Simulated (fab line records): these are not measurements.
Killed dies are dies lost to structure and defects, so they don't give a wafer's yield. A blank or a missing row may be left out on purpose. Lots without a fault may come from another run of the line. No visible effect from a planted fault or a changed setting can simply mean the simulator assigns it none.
Matching of chambers | flow nand harc | 4 sister chambers for NHARC_P_GATE_STRIP_108 on rie diel-07
The step strips in O2. 8 wafers are shown with their chamber, then 8 later ones without.

## WAFERS, EACH WITH ITS CHAMBER
wafer  | chamber | showerhead plenum p Torr (Torr) | drypump motor current A (A)
L442.6 | 3       | 3.38                            | 5.71
L447.1 | 3       | 3.38                            | 5.73
L447.2 | 0       | 3.60                            | 5.94
L447.6 | 2       | 3.38                            | 5.96
L446.3 | 1       | 3.77                            | 5.65
L446.4 | 2       | 3.38                            | 5.95
L446.6 | 1       | 3.78                            | 5.67
L448.1 | 0       | 3.60                            | 5.95

## WAFERS WITH NO CHAMBER GIVEN
wafer  | showerhead plenum p Torr (Torr) | drypump motor current A (A)
L448.4 | 3.38                            | 5.70
L448.6 | 3.38                            | 5.95
L449.2 | 3.38                            | 5.97
L449.3 | 3.38                            | 5.70
L449.6 | 3.77                            | 5.70
L450.2 | 3.77                            | 5.68
L450.4 | 3.38                            | 5.95
L450.6 | 3.60                            | 5.93

## CHAMBER TAKEN BY EACH
wafer  | from the rows above | in truth
L448.4 | 3                   | 3
L448.6 | 2                   | 2
L449.2 | 2                   | 2
L449.3 | 3                   | 3
L449.6 | 1                   | 1
L450.2 | 1                   | 1
L450.4 | 2                   | 2
L450.6 | 0                   | 0
Placed correctly: 8 of 8. Not placeable from these rows: 0. Wrongly placed: 0.
How it was worked out, from the rows above alone: a wafer's distance from a chamber is the root of the sum, over the readings, of the square of ((its reading less the chamber's mean) divided by the reading's scatter). If the next closest chamber is less than 2 further off than the closest, the wafer can't be placed; otherwise it belongs to the closest. Each chamber's mean is taken over the wafers shown for it. The scatter: take each reading less its chamber's mean, square it, sum over the shown wafers, divide by the number of wafers less the number of chambers, and take the root.
